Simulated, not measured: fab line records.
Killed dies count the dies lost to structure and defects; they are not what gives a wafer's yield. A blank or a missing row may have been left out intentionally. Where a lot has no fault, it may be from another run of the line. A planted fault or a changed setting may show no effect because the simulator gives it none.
fab line records	flow n5-finfet
record: lots: 9	wafers: 27	last-day: 18
route steps=1938 shown BEOL_M7@1285
lots with no fault: from the same line, run without faults
start-h: hours from the record's first day to the start of the lot's first wafer shown	wait-h: hours elapsed since this lot's preceding step	" unchanged from the row above	L1.1+2: several wafers, shown together as one row	- either no value or no given start	* or withheld: withheld	< > ~ a bound
route shown NAME@n: NAME is a module with steps in the file, n the number in the route of the first one	usual: average and standard deviation across the fault-free wafers	same: alike in all rows	chamber/n: place in a boat	sites: the reading at each site	_std_site: standard deviation of those values	_edge_site: inner sites' mean taken away from outer sites' mean	radius-mm: how far each site lies from the wafer's centre	mask NAME#n: copy n	behind: tool/chamber where the wafer was last shaped	hold: why the lot was held/for how many hours/how that ended	device: the transistor (n, p or np) that didn't switch	end of line: tests of these same wafers at the route's end	a step given without rows: its recipe and nothing more	killed: dies lost to structure and defects at the first sort, not the wafer's yield	map: the dies of a wafer, with x for killed, . for not killed, _ for no die there
set.NAME: setting as actually run; set.NAME@STEP: the setting as run at that earlier step	model.NAME: the simulator's own value behind a step, which no gauge read
one table for each step of the route and one row for each wafer, over a sample of lots
services: when a tool's chamber went out of use (start-h, in hours from the record's first day, below 0 if earlier), for how many hours, and the reason
== steps ==
step: N5_BEOL_M7_STRIP_19
recipe: chemistry: O2	power-w: 400	temp-c: 40	pressure-mtorr: 30	rf-frequency-hz: 6e+07	bias-power-w: 0	overash-fraction: 0.2	o2-flow-sccm: 225
usual: drypump-motor-current-A: 5.8/0.59	oes-product-au: 0.81/0.092	rf-vpp-V: 3.7/0.62	showerhead-plenum-p-Torr: 2.11/0.076	throttle-valve-pct: 16.62/0.17
lot.wafer	tool	chamber	start-h	wait-h	drypump-motor-current-A	oes-product-au	rf-hours-counter-h	rf-vpp-V	showerhead-plenum-p-Torr	throttle-valve-pct
L454.3	rie-diel-04	3	192.82	0.1	6.8	0.68	219	4.5	1.99	16.57
L454.4	"	2	"	"	6.1	0.70	230	3.8	2.07	16.88
L454.5	"	0	"	"	5.4	0.77	-	3.5	2.17	16.79
L455.1	rie-diel-04	0	199.47	0.2	5.3	0.77	164	3.8	2.17	16.80
L455.3	"	2	"	"	6.1	0.70	234	3.5	2.07	16.88
L455.6	"	2	"	"	6.1	0.70	-	3.5	2.07	16.87
L458.1	rie-diel-04	0	226.33	0.7	5.4	0.76	172	4.5	2.17	16.80
L458.4	"	3	"	"	6.8	0.69	227	4.1	1.98	16.57
L458.5	"	1	"	"	5.4	0.92	-	2.6	2.13	16.51
L461.1	rie-diel-03	1	244.11	0.2	6.1	0.71	163	3.3	2.19	16.87
L461.2	"	2	"	"	5.5	0.71	208	4.3	2.07	16.82
L461.5	"	3	"	"	6.4	0.88	-	3.4	2.24	16.37
L462.1	rie-diel-01	3	248.65	0.1	6.2	0.76	129	3.5	2.01	16.50
L462.5	"	2	"	"	6.6	0.93	-	4.0	2.06	16.63
L462.6	"	1	"	"	4.7	0.91	-	3.5	2.14	16.53
L463.4	rie-diel-03	0	257.43	0.1	5.1	0.72	191	2.4	2.00	16.62
L463.5	"	2	"	"	5.5	0.72	-	5.2	2.07	16.82
L463.6	"	3	"	"	6.5	0.88	-	4.3	2.24	16.38
L471.2	rie-diel-04	2	301.45	0.1	6.1	0.95	12	4.6	2.06	16.48
L471.4	"	1	"	"	5.4	0.88	-	3.4	2.12	16.53
L471.6	"	0	"	"	5.4	0.74	-	3.4	2.16	16.86
L472.2	rie-diel-01	1	304.53	0.1	4.7	0.88	37	3.5	2.13	16.58
L472.3	"	2	"	"	6.6	0.90	29	4.2	2.06	16.67
L472.5	"	1	"	"	4.7	0.88	-	4.1	2.13	16.58
L477.2	rie-diel-03	0	339.22	0.1	5.1	0.70	210	4.5	2.00	16.63
L477.3	"	2	"	"	5.4	0.70	239	3.9	2.06	16.85
L477.4	"	3	"	"	6.4	0.83	64	3.8	2.23	16.46
step: N5_BEOL_M7_ETCH_72
recipe: chemistry: N2/H2	target: underlayer	target-depth-a: 65	mask-material: CAR-EUV	time-s: 5.2	ion-energy-ev: 200	pressure-mtorr: 30	source-w: 840	bias-w: 150	n2-flow-sccm: 200	h2-flow-sccm: 200	ends: cleared
usual: bias-w: 150.0/0.44	chamber-pressure-mTorr: 30.00/0.04	drypump-motor-current-A: 5.9/0.57	etch-rf-on-time-s: 5.18/0.069	n2-flow-sccm: 199.9/0.62	oes-product-au: 0.67/0.077	rf-vpp-V: 524/3.1	showerhead-plenum-p-Torr: 2.56/0.099	throttle-valve-pct: 17.81/0.22
lot.wafer	tool	chamber	start-h	wait-h	bias-w	chamber-pressure-mTorr	drypump-motor-current-A	etch-rf-on-time-s	n2-flow-sccm	oes-product-au	rf-hours-counter-h	rf-vpp-V	showerhead-plenum-p-Torr	throttle-valve-pct
L454.3	rie-diel-03	2	193.48	0.0	150.0	30.01	5.4	5.18	199.9	0.63	189	523	2.52	18.09
L454.4	"	1	"	"	149.9	30.03	6.1	5.17	199.6	0.63	145	529	2.66	17.90
L454.5	"	3	"	"	150.0	30.04	6.4	5.21	200.1	0.78	-	530	2.70	17.47
L455.1	rie-diel-03	2	200.42	0.0	150.5	30.01	5.5	5.18	199.4	0.62	192	523	2.52	18.09
L455.3	"	0	"	"	150.5	30.01	5.2	5.19	199.8	0.62	172	519	2.43	17.66
L455.6	"	1	"	"	150.3	30.03	6.1	5.26	200.3	0.62	-	525	2.65	17.90
L458.1	rie-diel-04	1	227.45	0.0	150.5	30.05	5.4	5.02	200.0	0.78	23	526	2.59	17.64
L458.4	"	0	"	"	148.7	30.02	5.4	5.14	199.4	0.65	173	526	2.64	18.11
L458.5	"	2	"	"	150.2	30.08	6.1	5.19	199.9	0.59	-	523	2.50	18.07
L461.1	rie-diel-03	1	244.77	0.0	-	-	-	-	-	-	-	-	-	-
L461.2	"	0	"	"	-	-	-	-	-	-	-	-	-	-
L461.5	"	3	"	"	-	-	-	-	-	-	-	-	-	-
L462.1	rie-diel-03	1	251.40	0.0	-	-	-	-	-	-	-	-	-	-
L462.5	"	2	"	"	-	-	-	-	-	-	-	-	-	-
L462.6	"	1	"	"	-	-	-	-	-	-	-	-	-	-
L463.4	rie-diel-03	1	258.22	0.0	-	-	-	-	-	-	-	-	-	-
L463.5	"	0	"	"	-	-	-	-	-	-	-	-	-	-
L463.6	"	3	"	"	-	-	-	-	-	-	-	-	-	-
L471.2	rie-diel-03	2	302.86	0.0	150.2	30.03	5.5	5.19	200.4	0.60	226	525	2.51	18.15
L471.4	"	2	"	"	149.8	30.02	5.5	5.24	200.5	0.60	-	522	2.51	18.17
L471.6	"	1	"	"	149.9	30.01	6.1	5.20	199.3	0.60	-	527	2.64	17.95
L472.2	rie-diel-03	1	306.08	0.0	149.8	29.97	6.1	5.25	200.0	0.60	183	526	2.64	17.98
L472.3	"	2	"	"	151.0	29.99	5.5	5.17	198.1	0.60	228	522	2.51	18.18
L472.5	"	2	"	"	150.6	30.04	5.5	5.17	199.9	0.60	-	523	2.51	18.16
L477.2	rie-diel-03	0	340.24	0.0	149.5	29.96	5.2	5.24	199.4	0.60	210	521	2.41	17.73
L477.3	"	2	"	"	149.5	30.07	5.5	5.25	199.7	0.59	239	526	2.50	18.19
L477.4	"	3	"	"	149.4	29.98	6.4	5.23	199.2	0.70	64	528	2.68	17.57
step: N5_BEOL_M7_ETCH_66
recipe: chemistry: N2/H2	target: SOC	target-depth-a: 800	overetch-a: 160	mask-material: SiARC	temp-c: 40	time-s: 120	ion-energy-ev: 200	pressure-mtorr: 30	source-w: 840	bias-w: 150	n2-flow-sccm: 200	h2-flow-sccm: 200
usual: bias-w: 150.0/0.46	chamber-pressure-mTorr: 30.001/0.029	drypump-motor-current-A: 5.8/0.57	n2-flow-sccm: 200.0/0.65	oes-product-au: 0.60/0.066	rf-vpp-V: 524.6/2.8	showerhead-plenum-p-Torr: 2.56/0.099	throttle-valve-pct: 17.77/0.22
lot.wafer	tool	chamber	start-h	wait-h	bias-w	chamber-pressure-mTorr	drypump-motor-current-A	n2-flow-sccm	oes-product-au	rf-hours-counter-h	rf-vpp-V	showerhead-plenum-p-Torr	throttle-valve-pct
L454.3	rie-diel-03	2	193.52	0.0	149.8	29.994	5.5	199.8	0.55	189	524.2	2.52	18.05
L454.4	"	1	"	"	150.5	30.033	6.1	200.3	0.56	145	527.6	2.66	17.86
L454.5	"	3	"	"	149.8	29.971	6.4	200.0	0.69	-	528.3	2.70	17.45
L455.1	rie-diel-03	2	200.47	0.0	150.0	30.033	5.5	200.5	0.56	192	524.1	2.52	18.05
L455.3	"	0	"	"	150.2	30.004	5.1	201.0	0.56	172	521.4	2.43	17.64
L455.6	"	1	"	"	150.4	30.015	6.1	200.5	0.56	-	527.3	2.66	17.86
L458.1	rie-diel-04	1	227.50	0.0	150.3	30.023	5.4	200.2	0.69	23	525.7	2.58	17.62
L458.4	"	0	"	"	150.3	30.012	5.4	200.1	0.58	173	526.7	2.64	18.07
L458.5	"	2	"	"	150.4	29.985	6.1	200.2	0.53	-	523.9	2.50	18.04
L461.1	rie-diel-03	1	244.81	0.0	150.6	29.981	6.1	199.5	0.56	163	525.9	2.65	17.88
L461.2	"	0	"	"	149.5	29.968	5.1	200.0	0.55	188	521.2	2.42	17.67
L461.5	"	3	"	"	150.1	29.996	6.5	199.8	0.67	-	529.5	2.70	17.45
L462.1	rie-diel-03	1	251.44	0.0	149.2	29.987	6.1	199.4	0.54	165	526.5	2.65	17.90
L462.5	"	2	"	"	150.4	29.977	5.4	200.5	0.55	-	523.8	2.51	18.10
L462.6	"	1	"	"	149.7	29.987	6.1	199.6	0.55	-	525.6	2.65	17.89
L463.4	rie-diel-03	1	258.26	0.0	149.8	29.987	6.1	200.2	0.55	167	527.7	2.65	17.89
L463.5	"	0	"	"	149.7	29.991	5.1	199.4	0.55	-	520.3	2.42	17.66
L463.6	"	3	"	"	149.6	30.026	6.4	200.1	0.65	-	528.1	2.69	17.48
L471.2	rie-diel-03	2	302.91	0.0	150.2	29.997	5.5	200.3	0.54	226	521.7	2.51	18.12
L471.4	"	2	"	"	150.4	29.995	5.5	200.8	0.54	-	524.2	2.51	18.12
L471.6	"	1	"	"	150.3	29.996	6.1	199.3	0.54	-	527.1	2.64	17.92
L472.2	rie-diel-03	1	306.13	0.0	150.6	29.994	6.1	200.5	0.54	183	526.5	2.64	17.92
L472.3	"	2	"	"	149.6	29.994	5.5	199.7	0.54	228	523.0	2.51	18.12
L472.5	"	2	"	"	150.0	30.005	5.5	199.5	0.54	-	522.9	2.51	18.13
L477.2	rie-diel-03	0	340.29	0.0	150.5	30.019	5.1	200.2	0.53	210	520.4	2.41	17.71
L477.3	"	2	"	"	149.4	29.976	5.5	200.2	0.53	239	522.3	2.50	18.15
L477.4	"	3	"	"	149.7	30.037	6.5	199.6	0.63	64	527.2	2.68	17.51
step: N5_BEOL_M7_TRENCH_ETCH_37
recipe: chemistry: C4F6/O2	target-depth-a: 934.78	target: SiCOH_lowk	time-s: 31.2	ion-energy-ev: 250	pressure-mtorr: 30	source-w: 345	bias-w: 185	Ar_flow_sccm: 300	C4F6_flow_sccm: 10	O2_flow_sccm: 10
usual: C4F6_flow_sccm: 10.000/0.028	O2_flow_sccm: 10.00/0.03	drypump-motor-current-A: 5.8/0.57	oes_ar_750_au: 0.79/0.086	oes-product-au: 0.79/0.091	rf-vpp-V: 667/7.8	showerhead-plenum-p-Torr: 2.87/0.11	throttle-valve-pct: 20.89/0.18
lot.wafer	tool	chamber	start-h	wait-h	C4F6_flow_sccm	O2_flow_sccm	drypump-motor-current-A	oes_ar_750_au	oes-product-au	rf-hours-counter-h	rf-vpp-V	showerhead-plenum-p-Torr	throttle-valve-pct
L454.3	rie-diel-03	2	-	-	10.034	10.02	5.5	0.73	0.73	189	663	2.83	21.07
L454.4	"	1	"	"	9.997	10.02	6.1	0.73	0.74	145	678	2.96	20.97
L454.5	"	3	"	"	9.949	10.01	6.4	0.90	0.93	-	677	3.03	20.60
L455.1	rie-diel-03	2	-	-	10.022	9.98	5.5	0.73	0.73	192	664	2.83	21.08
L455.3	"	0	"	"	9.993	10.04	5.1	0.73	0.73	173	658	2.73	20.78
L455.6	"	1	"	"	10.001	10.01	6.1	0.73	0.73	-	676	2.96	20.99
L458.1	rie-diel-04	1	-	-	9.990	10.02	5.4	0.90	0.92	23	668	2.92	20.91
L458.4	"	0	"	"	9.997	10.01	5.4	0.76	0.75	173	660	2.96	21.14
L458.5	"	2	"	"	10.034	10.00	6.1	0.70	0.69	-	665	2.80	21.09
L461.1	rie-diel-03	1	-	-	10.007	10.02	6.1	0.72	0.72	163	678	2.95	20.99
L461.2	"	0	"	"	10.040	9.96	5.1	0.72	0.71	188	657	2.72	20.78
L461.5	"	3	"	"	9.969	10.02	6.4	0.86	0.88	-	675	3.02	20.63
L462.1	rie-diel-03	1	-	-	9.991	9.97	6.1	0.72	0.71	165	677	2.95	21.01
L462.5	"	2	"	"	10.023	10.00	5.5	0.72	0.71	-	664	2.83	21.11
L462.6	"	1	"	"	9.998	10.00	6.1	0.72	0.71	-	677	2.95	21.01
L463.4	rie-diel-03	1	-	-	10.026	10.00	6.1	0.72	0.71	167	677	2.95	21.00
L463.5	"	0	"	"	9.996	9.98	5.1	0.71	0.71	-	657	2.72	20.81
L463.6	"	3	"	"	10.006	10.00	6.5	0.86	0.87	-	677	3.02	20.62
L471.2	rie-diel-03	2	-	-	9.995	10.02	5.5	0.71	0.71	226	661	2.82	21.12
L471.4	"	2	"	"	10.024	10.00	5.5	0.71	0.71	-	662	2.82	21.13
L471.6	"	1	"	"	10.010	9.97	6.1	0.70	0.70	-	677	2.94	21.02
L472.2	rie-diel-03	1	-	-	9.995	10.02	6.1	0.70	0.71	183	678	2.94	21.02
L472.3	"	2	"	"	10.042	10.00	5.5	0.71	0.71	228	663	2.82	21.14
L472.5	"	2	"	"	9.997	9.97	5.5	0.71	0.71	-	662	2.82	21.13
L477.2	rie-diel-03	0	-	-	10.002	10.01	5.1	0.71	0.71	210	658	2.71	20.82
L477.3	"	2	"	"	10.002	9.99	5.5	0.70	0.69	239	663	2.81	21.17
L477.4	"	3	"	"	9.972	10.04	6.4	0.82	0.84	65	676	3.01	20.68
== services ==
tool	chamber	start-h	hours	kind
rie-diel-03	1	175.27	12.3	repair
rie-diel-01	2	178.99	-	clean
rie-diel-01	2	178.99	-	consumable-replace:focus-ring
rie-diel-01	2	178.99	18.5	scheduled-down
rie-diel-01	2	178.99	18.5	vent-cycle
rie-diel-04	3	193.45	8.9	repair
rie-diel-04	-	211.67	2.8	pm
rie-diel-01	-	217.33	9.7	repair
rie-diel-04	-	217.33	2.1	repair
rie-diel-01	-	229.97	2.8	pm
rie-diel-04	1	239.23	6.4	repair
rie-diel-04	2	247.20	-	clean
rie-diel-04	2	247.20	-	consumable-replace:focus-ring
rie-diel-04	2	247.20	17.3	scheduled-down
rie-diel-04	2	247.20	17.3	vent-cycle
rie-diel-01	3	284.47	7.4	repair
rie-diel-04	3	295.36	-	clean
rie-diel-04	3	295.36	-	consumable-replace:focus-ring
rie-diel-04	3	295.36	-	consumable-replace:showerhead
rie-diel-04	3	295.36	27.3	scheduled-down
rie-diel-04	3	295.36	27.3	vent-cycle
== key ==
first-sign: step: N5_BEOL_M7_ETCH_72	reading: tool-record	direction: missing
effect none on later readings
met-at N5_BEOL_M7_ETCH_72
struck-lots L461,L462,L463
rows-end L463.4,L463.5,L463.6
not-acting-at N5_BEOL_M7_STRIP_19,N5_BEOL_M7_ETCH_66,N5_BEOL_M7_TRENCH_ETCH_37
onset-between 200.42 244.77
fault: kind: skipped-step-whole	tool: rie-diel-03	chamber: -	onset-h: 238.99	steps: N5_BEOL_M7_ETCH_72	scope: struck-lots-only
rows-end: these wafers met a further fault down the route, and their rows from its step on are left out
